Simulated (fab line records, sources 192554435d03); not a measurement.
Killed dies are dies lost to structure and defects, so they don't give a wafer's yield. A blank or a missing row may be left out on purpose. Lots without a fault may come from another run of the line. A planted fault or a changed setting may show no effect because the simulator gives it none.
A struck lot beside a sound one | flow n5_finfet | 37 steps out of a route of 1938
Sound: wafers L421.2, L421.4, L421.6. Struck: wafers L432.2, L432.5, L432.6. The cause comes at the end.
At each step with rows: each side's tool, then ch and its chambers, then its first start. Under that, the readings that differ: sound wafers | struck wafers | difference of the means | sigmas: that difference in standard deviations of wafers without a fault.
alike: readings whose means differ by less than 2 such deviations, and words and numbers that are the same on both sides. not compared: withheld readings, readings that some wafer has no value for, bounds like >300 that may hide the same value, and numbers for which the record gives no deviation and whose values overlap.
The two part at a step that has a row with sigmas, a row that says differs or no value, or rows on one side only. Numbers that don't overlap but have no deviation are shown without sigmas and don't part them. A reading that every wafer of one side lacks parts them only if that side has two wafers or more.

first, 9 steps without rows for these wafers: N5_BEOL_M4_ANNEAL_95 (time 240 s); N5_BEOL_M4_SPUTTER_96 (material Cu, target thk 4.5 nm, time 8.29 s); N5_BEOL_M4_ECD_50 (material Cu, target thk 300 nm); N5_BEOL_M4_ANNEAL_51 (time 90 s); N5_BEOL_M4_CMP_52 (polishes, stops on SiOC, t overpolish 6.8 s, target thk 40 nm); N5_BEOL_M4_PRE_CLEAN_60 (time 15 s); N5_BEOL_M4_CO_CAP_55 (material Co, precursor CCTBA/H2, target thk 2 nm, time 102.1 s); N5_BEOL_M4_PRE_CLEAN_56 (time 15 s); N5_BEOL_M4_DEP_57 (deposits SiCN from 3MS/NH3, target thk 8 nm, time 14 s).
N5_BEOL_M4_RC_MEAS_101:
  sound on prober-01 ch 0, day 10 03:08; struck on prober-02 ch 0, day 13 18:16
  alike: DIBL_N, DIBL_P, IOFF_N, IOFF_P, ION_N, ION_P, SS_N, SS_P, VT_N, VT_P
then, 24 steps without rows for these wafers: N5_BEOL_M5_ILD_DEP_00 (deposits SiCOH lowk from DEMS/porogen, target thk 140.64 nm, time 25.9 s); N5_BEOL_M5_CURE_79 (cures SiCOH lowk, time 240 s); N5_BEOL_M5_PECVD_70 (deposits SiO2 from TEOS/O2, target thk 16 nm, time 18 s); N5_BEOL_M5_HM_DEP_02 (deposits TiN, target thk 20 nm); N5_BEOL_M5_COAT_59 (time 60 s, resist thk 60 nm); N5_BEOL_M5_COAT_60 (time 60 s, resist thk 12 nm); N5_BEOL_M5_COAT_71 (time 60 s, resist thk 5 nm); N5_BEOL_M5_COAT_05 (resist thk 30 nm); N5_BEOL_M5_EBR_07; N5_BEOL_M5_SOFTBAKE_06 (time 60 s); N5_BEOL_M5_EXPOSE_08 (exposes mask M5, target cd 28 nm); N5_BEOL_M5_PEB_09 (peb time 60 s); N5_BEOL_M5_DEVELOP_10 (develop time 30 s); N5_BEOL_M5_DESCUM_16 (chemistry O2, time 7 s); N5_BEOL_M5_ETCH_72 (etches underlayer in N2/H2, target depth 6.5 nm, time 5.2 s); N5_BEOL_M5_ETCH_61 (etches SiARC in CF4, target depth 15.6 nm, time 26 s); N5_BEOL_M5_ETCH_62 (etches SOC in N2/H2, target depth 75 nm, overetch 15 nm, time 112.5 s); N5_BEOL_M5_STRIP_63 (strips in N2/H2); N5_BEOL_M5_STRIP_73 (strips in N2/H2); N5_BEOL_M5_STRIP_64 (strips in CF4); N5_BEOL_M5_HM_OPEN_17 (chemistry Cl2/BCl3, target TiN, target depth 20 nm, overetch 6 nm); N5_BEOL_M5_STRIP_19 (strips in O2); N5_BEOL_M5_COAT_65 (time 60 s, resist thk 60 nm); N5_BEOL_M5_COAT_66 (time 60 s, resist thk 12 nm).
N5_BEOL_M9_ETCH_66: etches SOC in N2/H2, target depth 80 nm, overetch 16 nm, time 120 s.
  sound on rie_diel-04 ch 0,1,2, day 11 23:44; struck on rie_diel-04 ch 0,1,3, day 15 13:01
  no value came back on the struck wafers for any of 7 readings (bias_w (W), chamber_pressure_mTorr (mTorr) and others); on the sound wafers bias_w (W) reads 150.3 150.4 150.9
  reading                                         | sound       | struck         | difference | sigmas
  model.CAR-EUV_of_BEOL_M9_COAT_22.thk_nm (nm)    | 0 0 0       | 11.2 11.2 11.2 | +11.2      |
  model.SiARC_of_BEOL_M9_COAT_64.thk_nm (nm)      | 6.6 6.4 6.4 | 12 12 12       | +6         |
  model.underlayer_of_BEOL_M9_COAT_75.thk_nm (nm) | 0 0 0       | 5 5 5          | +5         |
  not compared: rf_hours_counter_h
N5_BEOL_M9_VIA_ETCH_34: etches SiCOH lowk in C4F6/O2, target depth 182.4 nm, time 68.4 s.
  sound on rie_diel-04 ch 0,1,2, day 11 23:50; struck on rie_diel-04 ch 0,1,3, day 15 13:07
  reading               | sound          | struck         | difference | sigmas
  oes_product_au (a.u.) | 0.75 0.83 0.68 | 0.35 0.34 0.29 | -0.43      | -5
  alike: C4F6_flow_sccm, O2_flow_sccm, drypump_motor_current_A, rf_vpp_V, showerhead_plenum_p_Torr, throttle_valve_pct
  not compared: rf_hours_counter_h
-- the record jumps here: 3 days lie between the struck wafers' starts before and after (it left off in module BEOL_M9 and takes up again in module PASSIVATION, whose first step shown is number 1936 of the route) --
N5_PASSIVATION_PROBE_49:
  the record has rows for the struck wafers here (prober-01, day 18 08:19) and none for the sound ones

WHERE THEY PART
First at N5_BEOL_M9_ETCH_66; last, within this record, at N5_PASSIVATION_PROBE_49.

WHY: what the simulator had put in
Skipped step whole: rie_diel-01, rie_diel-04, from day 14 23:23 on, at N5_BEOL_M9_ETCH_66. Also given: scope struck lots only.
